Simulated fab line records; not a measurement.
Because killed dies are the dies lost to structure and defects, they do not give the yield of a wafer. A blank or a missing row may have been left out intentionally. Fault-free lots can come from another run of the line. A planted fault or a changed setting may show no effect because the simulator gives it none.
Chamber matching	flow n5Finfet	rieDiel-01 running N5_SDB_ETCH_17: 4 sister chambers
The step etches SiARC in CF4, target depth 23.4 nm, time 39 s. 8 wafers are shown with their chamber, then 7 later ones without.

## WAFERS, EACH WITH ITS CHAMBER
wafer	chamber	drypumpMotorCurrentA (A)	showerheadPlenumPTorr (Torr)
L076.6	2	5.3	2.25
L078.3	0	6.3	2.19
L078.4	2	5.3	2.24
L085.2	3	6.0	2.18
L090.1	3	6.0	2.18
L090.5	1	5.7	2.10
L094.3	0	6.3	2.18
L094.4	1	5.8	2.10

## WAFERS MISSING THEIR CHAMBER
wafer	drypumpMotorCurrentA (A)	showerheadPlenumPTorr (Torr)
L094.6	5.8	2.10
L095.2	6.3	2.18
L095.5	6.0	2.18
L095.6	5.3	2.23
L097.2	5.7	2.09
L097.4	5.3	2.23
L097.6	5.8	2.09

## EACH ONE'S CHAMBER
wafer	from the rows above	in truth
L094.6	1	1
L095.2	0	0
L095.5	3	3
L095.6	2	2
L097.2	1	1
L097.4	2	2
L097.6	1	1
Correct placement for 7 of the 7. Not placeable from these rows: 0. Wrongly placed: 0.
How it was worked out, from the rows above alone: a wafer's distance from a chamber is the root of the sum, over the readings, of the square of ((its reading less the chamber's mean) divided by the reading's scatter). If the next closest chamber is less than 2 further off than the closest, the wafer can't be placed; otherwise it belongs to the closest. The mean given for a chamber averages the wafers shown for that chamber. The scatter: the root of (the sum of the squares of (reading less its chamber's mean) over the shown wafers, divided by (wafers less chambers)).
